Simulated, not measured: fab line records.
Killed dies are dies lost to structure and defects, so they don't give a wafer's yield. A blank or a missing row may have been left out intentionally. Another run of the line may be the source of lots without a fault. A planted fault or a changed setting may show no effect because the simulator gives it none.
fab line records / flow n5_finfet
record: lots: 5 wafers: 15 last_day: 18
route steps=1938 shown GATE_CUT@496 MOL_CONTACT_COAG@517 PASSIVATION@1936
lots untouched by any fault: they come from a run of this same line in which no faults occurred
start_h: hours from the record's opening day to when the first of the lot's shown wafers began / wait_h: hours from the lot's prior step to this one / " as in the row above / L1.1+2: a row that stands for several wafers / - no value present, or no start provided / * or withheld: withheld / < > ~ a bound
route shown NAME@n: names a module that has steps shown in the file, with the first one's number in the route / usual: average and standard deviation across the fault-free wafers / same: alike in all rows / chamber/n: place in a boat / sites: readings site by site / _std_site: their standard deviation / _edge_site: mean of outer sites minus mean of inner sites / radius_mm: how far each site lies from the wafer's centre / mask NAME#n: copy n / behind: the most recent tool/chamber to have shaped the wafer / hold: why the lot was held/for how many hours/how that ended / device: the transistor (n, p or np) that didn't switch / end of line: the same wafers' tests at the end of the route / for a step that has no rows: nothing shown but its recipe / killed: at the first sort, the dies lost to defects and structure; wafer yield is something else / map: a wafer's dies, x killed, . not, _ none there
set.NAME: the run value of the setting; set.NAME@STEP: its run value at that earlier step / model.NAME: the simulator's own value behind a step, which no gauge read
certain route steps with their lots: each step a table, each wafer a row
== steps ==
step: N5_GATE_CUT_HM_OPEN_40
recipe: chemistry: C4F6/O2 target: SiO2 mask_material: SiARC target_depth_a: 1390 time_s: 85.1 ion_energy_ev: 250 pressure_mtorr: 30 source_w: 345 bias_w: 185 Ar_flow_sccm: 300 C4F6_flow_sccm: 10 O2_flow_sccm: 10 ends: cleared
step: N5_GATE_CUT_STRIP_41
recipe: chemistry: CF4 resist: SiARC power_w: 300 bias_power_w: 75 pressure_mtorr: 50 cf4_flow_sccm: 150 rf_frequency_hz: 6e+07
step: N5_GATE_CUT_STRIP_42
recipe: chemistry: O2 power_w: 400 temp_c: 40 pressure_mtorr: 30 rf_frequency_hz: 6e+07 bias_power_w: 0 overash_fraction: 0.3 o2_flow_sccm: 225
step: N5_GATE_CUT_ETCH_19
recipe: chemistry: CH3F/O2 target: SiNx mask_material: SiO2 target_depth_a: 537 time_s: 76.7 pressure_mtorr: 30 source_w: 395 bias_w: 73 Ar_flow_sccm: 150 CH3F_flow_sccm: 30 O2_flow_sccm: 20 ion_energy_ev: 120 ends: cleared
step: N5_GATE_CUT_CUT_ETCH_53
recipe: chemistry: SF6/Cl2 target: W mask_material: SiO2 target_depth_a: 792 pressure_mtorr: 8 icp_w: 900 bias_w: 80 SF6_flow_sccm: 40 Cl2_flow_sccm: 60 ends: cleared
step: N5_GATE_CUT_CUT_ETCH_54
recipe: chemistry: Cl2/BCl3 target: TiN mask_material: SiO2 target_depth_a: 967 pressure_mtorr: 10 icp_w: 1000 bias_w: 126 Cl2_flow_sccm: 53.25 bcl3_flow_sccm: 21.75 Ar_flow_sccm: 25 ends: cleared
step: N5_GATE_CUT_CUT_ETCH_55
recipe: chemistry: BCl3 target: HfO2 mask_material: SiO2 target_depth_a: 32 ion_energy_ev: 30 pressure_mtorr: 5 icp_w: 450 bias_w: 18 bcl3_flow_sccm: 80
step: N5_GATE_CUT_ETCH_47
recipe: chemistry: Cl2/BCl3 target: SiO2 target_depth_a: 100 pressure_mtorr: 10 icp_w: 1000 bias_w: 126 Cl2_flow_sccm: 53.25 bcl3_flow_sccm: 21.75 Ar_flow_sccm: 25
step: N5_GATE_CUT_VAPOR_ETCH_48
recipe: chemistry: BCl3/Cl2 target: TiN mode: isotropic
step: N5_GATE_CUT_VAPOR_ETCH_49
recipe: chemistry: BCl3/Cl2 target: TiAlC mode: isotropic
step: N5_GATE_CUT_VAPOR_ETCH_51
recipe: chemistry: BCl3/Cl2 target: HfO2 mode: isotropic
step: N5_GATE_CUT_STRIP_21
recipe: chemistry: N2/H2 time_s: 30 power_w: 1000 temp_c: 250 pressure_mtorr: withheld n2_flow_sccm: 1750 h2_flow_sccm: 3250
step: N5_GATE_CUT_STRIP_29
recipe: chemistry: post_etch_residue_remover time_s: 60 temp_c: 25 remover_ph: withheld remover_water_wt_pct: withheld remover_fluoride_wt_pct: withheld
lot.wafer=L201.1+2+6 tool=wet_bench-02 chamber=4,2,1 start_h=125.98 wait_h=0.1
lot.wafer=L202.1+3+4 tool=wet_bench-02 chamber=6,5,2 start_h=128.20 wait_h=0.1
lot.wafer=L205.2+5+6 tool=wet_bench-02 chamber=2,4,6 start_h=140.70 wait_h=0.1
lot.wafer=L210.1+3+6 tool=wet_bench-06 chamber=6,5,2 start_h=170.93 wait_h=0.1
lot.wafer=L217.1+5+6 tool=wet_bench-02 chamber=7,0,5 start_h=220.24 wait_h=0.1
step: N5_GATE_CUT_SRD_52
recipe: dry: ipa_marangoni time_s: 30 temp_c: 23 rinse_liquid: diw
step: N5_GATE_CUT_ALD_22
recipe: material: SiNx target_thk_a: 160 temp_c: 400 ald_precursor_family: SiH2I2 ald_co_reactant: N2/H2-plasma pulse_time_s: 1 ald_cycles: 320 purge_time_s: 2 co_reactant_purge_time_s: 2 pressure_torr: 2
step: N5_GATE_CUT_CMP_23
recipe: stop_on: SiO2 t_overpolish_s: 23.4 post_cmp_clean: alkaline_brush down_force_psi: 2.5 platen_rpm: 51.8 pad_velocity_m_s: 1.0307 target_thk_nm: 16
step: N5_GATE_CUT_CMP_43
recipe: material: SiO2 post_cmp_clean: rinse_only
step: N5_GATE_CUT_CMP_61
recipe: stop_on: SiNx t_overpolish_s: 3 post_cmp_clean: alkaline_brush down_force_psi: 4 platen_rpm: 27.09 pad_velocity_m_s: 0.539
step: N5_MOL_CONTACT_COAG_COAT_103
recipe: resist: SOC temp_c: 250 time_s: 60 spin_rpm: 1500 resist_thk_nm: 80
step: N5_MOL_CONTACT_COAG_COAT_104
recipe: resist: SiARC temp_c: 220 time_s: 60 spin_rpm: 1500 resist_thk_nm: 12
step: N5_MOL_CONTACT_COAG_COAT_58
recipe: resist: underlayer temp_c: 205 time_s: 60 spin_rpm: 1500 resist_thk_nm: 10
step: N5_MOL_CONTACT_COAG_COAT_02
recipe: resist: CAR-EUV spin_rpm: 1500 resist_thk_nm: 30
step: N5_MOL_CONTACT_COAG_EBR_04
recipe: solvent: PGMEA ebr_width_mm: 1.5
step: N5_MOL_CONTACT_COAG_SOFTBAKE_03
recipe: temp_c: 110 time_s: 60 resist: CAR-EUV
step: N5_MOL_CONTACT_COAG_EXPOSE_05
recipe: mask_id: CA na: 0.33 source_shape: annular sigma_inner: 0.4 sigma_outer: 0.8 polarization: unpolarized defocus_nm: 0 dose_mj: 38.25
step: N5_MOL_CONTACT_COAG_PEB_06
recipe: peb_temp_c: 100 peb_time_s: 60 resist: CAR-EUV
step: N5_MOL_CONTACT_COAG_DEVELOP_07
recipe: develop_time_s: 30 developer: TMAH resist: CAR-EUV rinse_liquid: surfactant_rinse dry: air_spin dev_temp_c: 23
step: N5_MOL_CONTACT_COAG_DESCUM_13
recipe: chemistry: O2 time_s: 7 source_power_w: 50 bias_power_w: 20 pressure_mtorr: 20 rf_frequency_hz: 2.712e+07 temp_c: 40 resist: CAR-EUV o2_flow_sccm: 225
step: N5_MOL_CONTACT_COAG_ETCH_59
recipe: chemistry: N2/H2 target: underlayer target_depth_a: 130 mask_material: CAR-EUV time_s: 10.4 ion_energy_ev: 200 pressure_mtorr: 30 source_w: 840 bias_w: 150 n2_flow_sccm: 200 h2_flow_sccm: 200 ends: cleared
step: N5_MOL_CONTACT_COAG_ETCH_105
recipe: chemistry: CF4 target: SiARC target_depth_a: 156 mask_material: CAR-EUV time_s: 26 ion_energy_ev: 80 pressure_mtorr: 40 source_w: 545 bias_w: 36 Ar_flow_sccm: 100 cf4_flow_sccm: 100 ends: cleared
step: N5_MOL_CONTACT_COAG_ETCH_106
recipe: chemistry: N2/H2 target: SOC target_depth_a: 800 overetch_a: 160 mask_material: SiARC temp_c: 40 time_s: 120 ion_energy_ev: 200 pressure_mtorr: 30 source_w: 840 bias_w: 150 n2_flow_sccm: 200 h2_flow_sccm: 200
step: N5_MOL_CONTACT_COAG_STRIP_107
recipe: chemistry: N2/H2 temp_c: 40 n2_flow_sccm: 200 h2_flow_sccm: 200 rf_frequency_hz: 6e+07
step: N5_MOL_CONTACT_COAG_STRIP_108
recipe: chemistry: N2/H2 temp_c: 40 n2_flow_sccm: 200 h2_flow_sccm: 200 rf_frequency_hz: 6e+07
step: N5_MOL_CONTACT_COAG_CONTACT_ETCH_14
recipe: chemistry: C4F6/O2 target: SiO2 target_depth_a: 275 overetch_a: 85 mask_material: SOC pressure_mtorr: 30 source_w: 370 bias_w: 185 Ar_flow_sccm: 300 C4F6_flow_sccm: 16 O2_flow_sccm: 10 time_s: 20 ion_energy_ev: 259.6
step: N5_MOL_CONTACT_COAG_STRIP_109
recipe: chemistry: C4F6/O2 resist: SiARC rf_frequency_hz: 6e+07
step: N5_MOL_CONTACT_COAG_ETCH_15
recipe: chemistry: CH3F/O2 target: SiNx target_depth_a: 70 mask_material: SOC stop_on: Si:P over_etch_frac: 0.75 ion_energy_ev: 120 pressure_mtorr: 30 source_w: 395 bias_w: 73 Ar_flow_sccm: 150 CH3F_flow_sccm: 30 O2_flow_sccm: 20
step: N5_PASSIVATION_PROBE_49
usual: defect_limited_yield: 91.0/1.5 killed_at_M0_to_M3: 33/9.4 killed_at_M4_up: 14/4.8 killed_at_contacts: 13/7.3 killed_at_front_end: 43/13 killed_at_other: 3.6/2.9 killed_dies: 106/18 killed_open: 69/13 killed_short: 35/8.2 sort_bin_5_function: 5.3/1 sort_bin_6_memory: 3.3/0.68 sort_bin_8_speed: 0.01/0.027 sort_n_pass: 1074/18 sort_yield_pct: 91.0/1.5
same: gross_dies: 1180 killed_at_back_side: 0 sort_bin_4_leakage[%]: 0
lot.wafer=L201.1 tool=prober-01 chamber=- start_h=317.03 wait_h=0.0 defect_limited_yield[%]=89.1 killed_at_M0_to_M3=19 killed_at_M4_up=16 killed_at_contacts=2 killed_at_front_end=91 killed_at_other=1 killed_dies=129 killed_open=48 killed_short=26 sort_bin_5_function[%]=6.0 sort_bin_6_memory[%]=3.1 sort_bin_8_speed[%]=0 sort_n_pass=1051 sort_yield_pct[%]=89.1
lot.wafer=L201.2 tool=prober-01 chamber=- start_h=317.08 wait_h=0.1 defect_limited_yield[%]=87.9 killed_at_M0_to_M3=23 killed_at_M4_up=9 killed_at_contacts=4 killed_at_front_end=103 killed_at_other=4 killed_dies=143 killed_open=40 killed_short=32 sort_bin_5_function[%]=6.9 sort_bin_6_memory[%]=3.0 sort_bin_8_speed[%]=0 sort_n_pass=1037 sort_yield_pct[%]=87.9
lot.wafer=L201.6 tool=prober-01 chamber=- start_h=317.28 wait_h=0.3 defect_limited_yield[%]=83.1 killed_at_M0_to_M3=40 killed_at_M4_up=10 killed_at_contacts=1 killed_at_front_end=146 killed_at_other=3 killed_dies=200 killed_open=61 killed_short=22 sort_bin_5_function[%]=10.4 sort_bin_6_memory[%]=4.6 sort_bin_8_speed[%]=0 sort_n_pass=980 sort_yield_pct[%]=83.1
lot.wafer=L202.1 tool=prober-02 chamber=- start_h=329.31 wait_h=0.0 defect_limited_yield[%]=83.2 killed_at_M0_to_M3=27 killed_at_M4_up=9 killed_at_contacts=7 killed_at_front_end=152 killed_at_other=3 killed_dies=198 killed_open=57 killed_short=25 sort_bin_5_function[%]=11.1 sort_bin_6_memory[%]=3.9 sort_bin_8_speed[%]=0 sort_n_pass=982 sort_yield_pct[%]=83.2
lot.wafer=L202.3 tool=prober-02 chamber=- start_h=329.41 wait_h=0.1 defect_limited_yield[%]=86.4 killed_at_M0_to_M3=22 killed_at_M4_up=9 killed_at_contacts=12 killed_at_front_end=114 killed_at_other=4 killed_dies=161 killed_open=64 killed_short=37 sort_bin_5_function[%]=8.8 sort_bin_6_memory[%]=3.5 sort_bin_8_speed[%]=0 sort_n_pass=1019 sort_yield_pct[%]=86.4
lot.wafer=L202.4 tool=prober-02 chamber=- start_h=329.46 wait_h=0.2 defect_limited_yield[%]=84.9 killed_at_M0_to_M3=22 killed_at_M4_up=8 killed_at_contacts=15 killed_at_front_end=131 killed_at_other=2 killed_dies=178 killed_open=60 killed_short=46 sort_bin_5_function[%]=9.7 sort_bin_6_memory[%]=3.7 sort_bin_8_speed[%]=0 sort_n_pass=1002 sort_yield_pct[%]=84.9
lot.wafer=L205.2 tool=prober-01 chamber=- start_h=350.94 wait_h=0.1 defect_limited_yield[%]=87.0 killed_at_M0_to_M3=27 killed_at_M4_up=9 killed_at_contacts=10 killed_at_front_end=105 killed_at_other=2 killed_dies=153 killed_open=56 killed_short=27 sort_bin_5_function[%]=6.9 sort_bin_6_memory[%]=4.0 sort_bin_8_speed[%]=0.17 sort_n_pass=1025 sort_yield_pct[%]=86.9
lot.wafer=L205.5 tool=prober-01 chamber=- start_h=351.09 wait_h=0.2 defect_limited_yield[%]=87.5 killed_at_M0_to_M3=32 killed_at_M4_up=20 killed_at_contacts=12 killed_at_front_end=83 killed_at_other=0 killed_dies=147 killed_open=66 killed_short=36 sort_bin_5_function[%]=7.9 sort_bin_6_memory[%]=3.5 sort_bin_8_speed[%]=0 sort_n_pass=1033 sort_yield_pct[%]=87.5
lot.wafer=L205.6 tool=prober-01 chamber=- start_h=351.14 wait_h=0.3 defect_limited_yield[%]=80.0 killed_at_M0_to_M3=39 killed_at_M4_up=11 killed_at_contacts=24 killed_at_front_end=161 killed_at_other=1 killed_dies=236 killed_open=78 killed_short=43 sort_bin_5_function[%]=13.6 sort_bin_6_memory[%]=4.7 sort_bin_8_speed[%]=0 sort_n_pass=944 sort_yield_pct[%]=80.0
lot.wafer=L217.1 tool=prober-01 chamber=- start_h=421.92 wait_h=0.0 defect_limited_yield[%]=91.6 killed_at_M0_to_M3=28 killed_at_M4_up=5 killed_at_contacts=17 killed_at_front_end=48 killed_at_other=1 killed_dies=99 killed_open=64 killed_short=35 sort_bin_5_function[%]=5.0 sort_bin_6_memory[%]=2.9 sort_bin_8_speed[%]=0 sort_n_pass=1081 sort_yield_pct[%]=91.6
lot.wafer=L217.5 tool=prober-01 chamber=- start_h=422.12 wait_h=0.2 defect_limited_yield[%]=90.8 killed_at_M0_to_M3=42 killed_at_M4_up=10 killed_at_contacts=16 killed_at_front_end=38 killed_at_other=2 killed_dies=108 killed_open=65 killed_short=37 sort_bin_5_function[%]=5.5 sort_bin_6_memory[%]=3.0 sort_bin_8_speed[%]=0 sort_n_pass=1072 sort_yield_pct[%]=90.8
lot.wafer=L217.6 tool=prober-01 chamber=- start_h=422.17 wait_h=0.3 defect_limited_yield[%]=92.2 killed_at_M0_to_M3=28 killed_at_M4_up=24 killed_at_contacts=17 killed_at_front_end=23 killed_at_other=0 killed_dies=92 killed_open=43 killed_short=41 sort_bin_5_function[%]=4.2 sort_bin_6_memory[%]=2.8 sort_bin_8_speed[%]=0 sort_n_pass=1088 sort_yield_pct[%]=92.2
killed by level:class
L201.1 GATE_CUT:unspecified=47 FIN_SAQP:geometric_particle:open=9 HKMG_FIN:area_etch=8 GATE_CUT:geometric_particle:open=6 BEOL_M4:geometric_particle:open=5 ILD0:geometric_particle:short=4 GATE_CUT:geometric_particle:short=4 BEOL_M0_SAQP:geometric_particle:open=4
L201.2 GATE_CUT:unspecified=65 BEOL_M0_SAQP:geometric_particle:short=8 HKMG_FIN:area_etch=6 FIN_SAQP:geometric_particle:short=5 GATE_CUT:geometric_particle:short=5 FIN_SAQP:geometric_particle:open=4 STI_FIN_REVEAL:geometric_particle:open=4 BEOL_M4:geometric_particle:open=4
L201.6 GATE_CUT:unspecified=114 BEOL_M1:geometric_particle:open=14 BEOL_M3:geometric_particle:open=9 FIN_SAQP:geometric_particle:open=7 BEOL_M4:geometric_particle:open=6 BEOL_M0_SAQP:geometric_particle:open=5 BEOL_M2:geometric_particle:open=5 GATE_CUT:geometric_particle:open=4
L202.1 GATE_CUT:unspecified=114 FIN_SAQP:geometric_particle:open=14 DUMMY_GATE:geometric_particle:open=6 BEOL_M3:geometric_particle:open=6 STI_FIN_REVEAL:geometric_particle:open=5 BEOL_M0_SAQP:geometric_particle:short=5 MOL_CONTACT_COAG:geometric_particle:open=4 BEOL_M0_SAQP:geometric_particle:open=4
L202.3 GATE_CUT:unspecified=60 FIN_SAQP:geometric_particle:open=14 MOL_CONTACT_COAG:geometric_particle:open=8 ILD0:geometric_particle:short=7 BEOL_M2:geometric_particle:open=6 STARTING-WAFER:geometric_particle:open=6 FIN_SAQP:geometric_particle:short=5 STI_FIN_REVEAL:geometric_particle:open=4
L202.4 GATE_CUT:unspecified=70 FIN_SAQP:geometric_particle:short=18 FIN_SAQP:geometric_particle:open=11 BEOL_M1:geometric_particle:open=10 MOL_CONTACT_COAG:geometric_particle:open=10 GATE_CUT:geometric_particle:short=6 GATE_CUT:geometric_particle:open=6 DUMMY_GATE:geometric_particle:open=5
L205.2 GATE_CUT:unspecified=65 FIN_SAQP:geometric_particle:open=10 FIN_SAQP:geometric_particle:short=9 MOL_CONTACT_COAG:geometric_particle:open=9 BEOL_M2:geometric_particle:open=7 BEOL_M0_SAQP:geometric_particle:open=5 STI_FIN_REVEAL:geometric_particle:open=4 GATE_CUT:geometric_particle:short=3
L205.5 GATE_CUT:unspecified=44 MOL_CONTACT_COAG:geometric_particle:open=10 FIN_SAQP:geometric_particle:short=9 BEOL_M2:geometric_particle:open=7 DUMMY_GATE:geometric_particle:open=6 BEOL_M1:geometric_particle:open=6 STI_FIN_REVEAL:geometric_particle:open=5 BEOL_M3:geometric_particle:open=5
L205.6 GATE_CUT:unspecified=113 MOL_CONTACT_COAG:geometric_particle:open=17 BEOL_M2:geometric_particle:open=16 STI_FIN_REVEAL:geometric_particle:open=15 FIN_SAQP:geometric_particle:short=11 MOL_CONTACT_COAG:geometric_particle:short=7 BEOL_M0_SAQP:geometric_particle:short=7 BEOL_M1:geometric_particle:open=7
L217.1 FIN_SAQP:geometric_particle:short=12 MOL_CONTACT_COAG:geometric_particle:open=11 FIN_SAQP:geometric_particle:open=9 GATE_CUT:geometric_particle:open=7 BEOL_M0_SAQP:geometric_particle:open=7 MOL_CONTACT_COAG:geometric_particle:short=6 BEOL_M3:geometric_particle:open=6 BEOL_M0_SAQP:geometric_particle:short=6
L217.5 BEOL_M0_SAQP:geometric_particle:open=18 BEOL_M0_SAQP:geometric_particle:short=15 MOL_CONTACT_COAG:geometric_particle:open=12 FIN_SAQP:geometric_particle:short=7 FIN_SAQP:geometric_particle:open=6 STARTING-WAFER:geometric_particle:open=5 HKMG_FIN:area_etch=5 DUMMY_GATE:geometric_particle:open=4
L217.6 MOL_CONTACT_COAG:geometric_particle:open=13 BEOL_M4:geometric_particle:open=10 BEOL_M0_SAQP:geometric_particle:short=10 BEOL_M0:geometric_particle:short=7 FIN_SAQP:geometric_particle:short=5 MOL_CONTACT_COAG:geometric_particle:short=4 BEOL_M3:geometric_particle:open=4 BEOL_M4:geometric_particle:short=4
map L201.6 (x killed, . not)
_________________............________________
______________................x._____________
___________.x..x...................__________
__________x................x.....x.._________
________.....................x.x......_______
_______x......x.........x..x...........______
______....x.x..........................._____
_____...xx.....x.x....x.......x..........____
____.x...x.x..x.......x...x...............___
___.x.xx.xxxxxxx..x.....x..................__
___.....xxxxxxxx.xx..............x.........__
__...x.xxxxxxxxx.xxx........x...........x..._
__...xxxxxxxxxxxx.xx..........x.......x....._
_.x..xxxxxxxxxxxxxx.x........................
_x...xxxxxxxxxxxxxx..............x.....x.....
_..x.xxxxxxxxxxxxx.x.x....................x..
_x.x...xx.xxxxxx.x.....x............x........
_.x.x..xxxxxx.xx............x............x...
_.....x.xxx.xx..x..........................x.
_.x..........x...........................x...
_x..x....x...................................
__.....................x..........x..x......_
__.xx..xx........x................x........._
___..x..x.............x..x.................__
___xxxx.................................x.x__
____................x..........x........x.___
_____.......................x............____
______.................................._____
_______x.....x......................x..______
________.............x................_______
__________.......x.................._________
___________..x.....................__________
______________xx................_____________
_________________............________________
map L202.1 (x killed, . not)
_________________............________________
______________..............x..._____________
___________..........x............x__________
__________x......x...........x......_________
________.............................._______
_______..........x......x..............______
______..x...............x.x............._____
_____..xx................................____
____x.....................x.............x.___
___.....x.......x..................x.x.....__
___..................x.......x......x.....x__
__......x...........xx....x.......x......x.._
__...................x............x........._
_..x.............x..x.....x.........x.......x
_..........x...............x.......x.........
_..........x...........xx...x.....x..........
_............................................
_............xx........x....x.......x........
_...x.......x................................
_.........x..................x.xx..x...x.....
_.......x...................x................
__..............xx...x...........x.x........_
__.....x....xx...xx...........x....x........_
___...........xxxxxx.xx...........x........__
___.......x.x.xxxxxxxxx....................__
____.......xxxxxxxxxxx.x...x.........x....___
_____..x.x..xxxxxxxxxxx..x........x......____
______......xxxxxxxxxxxxx..x....x...xx.._____
_______....xxxxxxxxxxxxxx..............______
________.....xxxxxxxxxx.......xx.x...x_______
__________xx.xxxxxxxxx.x.x....x....._________
___________.xx.x.xxxxxx............__________
______________xxxxxx............_____________
_________________x.......x...________________
== key ==
first_sign: step: N5_PASSIVATION_PROBE_49 reading: killed_at_front_end direction: up sigmas: 6 usual: 43 struck: 121
effect: step: N5_PASSIVATION_PROBE_49 reading: defect_limited_yield direction: down sigmas: 3.6 usual: 91.0 struck: 85.5
more_kills_born_at: N5_GATE_CUT_STRIP_29@wet_bench-02: 692
met_at N5_GATE_CUT_STRIP_29
struck_wafers L201.1,L201.2,L201.6,L202.1,L202.3,L202.4,L205.2,L205.5,L205.6
fault: kind: chamber_particle_source tool: wet_bench-02 chamber: - onset_h: 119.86 steps: N5_GATE_CUT_STRIP_29 rate_per_visit_cm2: 0.65806 end_h: 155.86
